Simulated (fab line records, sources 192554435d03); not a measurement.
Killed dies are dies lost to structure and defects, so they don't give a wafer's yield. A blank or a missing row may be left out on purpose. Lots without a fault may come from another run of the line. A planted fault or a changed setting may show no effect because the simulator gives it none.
Chamber matching | flow n5_finfet | N5_BEOL_M2_PRE_CLEAN_60 on cvd_co-02: 3 sister chambers
The step time 15 s. 27 wafers are shown with their chamber, then 12 later ones without.

WAFERS WITH THEIR CHAMBER
wafer  | chamber | heater_power_w (W) | rf_fwd_power_W (W)
L075.1 | 0       | 70                 | 295.7
L075.3 | 1       | 82                 | 297.6
L075.5 | 0       | 70                 | 296.9
L076.2 | 2       | 103                | 298.8
L076.5 | 2       | 99                 | 299.9
L076.6 | 0       | 71                 | 296.4
L077.2 | 1       | 80                 | 296.8
L077.3 | 2       | 99                 | 296.1
L077.6 | 1       | 80                 | 297.5
L079.1 | 2       | 103                | 297.4
L079.2 | 1       | 81                 | 297.5
L079.5 | 2       | 102                | 298.0
L080.1 | 2       | 102                | 297.9
L080.4 | 0       | 70                 | 294.4
L080.5 | 2       | 100                | 297.9
L081.3 | 2       | 106                | 298.2
L081.4 | 2       | 103                | 296.8
L081.6 | 1       | 79                 | 299.0
L082.1 | 0       | 72                 | 297.5
L082.2 | 1       | 80                 | 298.8
L082.4 | 2       | 101                | 298.8
L083.1 | 1       | 80                 | 298.2
L083.3 | 0       | 71                 | 296.2
L083.5 | 2       | 102                | 296.5
L085.3 | 2       | 102                | 298.5
L085.5 | 0       | 72                 | 296.8
L085.6 | 1       | 79                 | 298.2

SIGNATURES (means of the wafers above)
reading        | chamber 0 | chamber 1 | chamber 2 | scatter within a chamber
heater_power_w | 70.86     | 80.12     | 101.83    | 1.49
rf_fwd_power_W | 296.271   | 297.950   | 297.900   | 0.97
Rule: a wafer's distance from a chamber is the root of the sum, over the readings, of the square of ((its reading less the chamber's mean) divided by the reading's scatter). The wafer belongs to the nearest chamber; if the next one is less than 2 further off, it can't be placed. The scatter: the root of (the sum of the squares of (reading less its chamber's mean) over the shown wafers, divided by (wafers less chambers)).

WAFERS WITHOUT THEIR CHAMBER
wafer  | heater_power_w (W) | rf_fwd_power_W (W)
L086.1 | 71                 | 295.9
L086.3 | 103                | 296.3
L086.4 | 72                 | 296.3
L087.3 | 79                 | 297.3
L087.4 | 72                 | 295.5
L087.5 | 79                 | 297.8
L089.2 | 79                 | 297.5
L089.4 | 104                | 296.8
L089.5 | 70                 | 295.4
L094.3 | 104                | 296.5
L094.5 | 79                 | 299.2
L094.6 | 102                | 297.0

WHICH CHAMBER EACH WENT THROUGH
wafer  | from the rows above | in truth
L086.1 | 0                   | 0
L086.3 | 2                   | 2
L086.4 | 0                   | 0
L087.3 | 1                   | 1
L087.4 | 0                   | 0
L087.5 | 1                   | 1
L089.2 | 1                   | 1
L089.4 | 2                   | 2
L089.5 | 0                   | 0
L094.3 | 2                   | 2
L094.5 | 1                   | 1
L094.6 | 2                   | 2
Placed correctly: 12 of 12. Can't be placed from these rows: 0. Placed wrongly: 0.
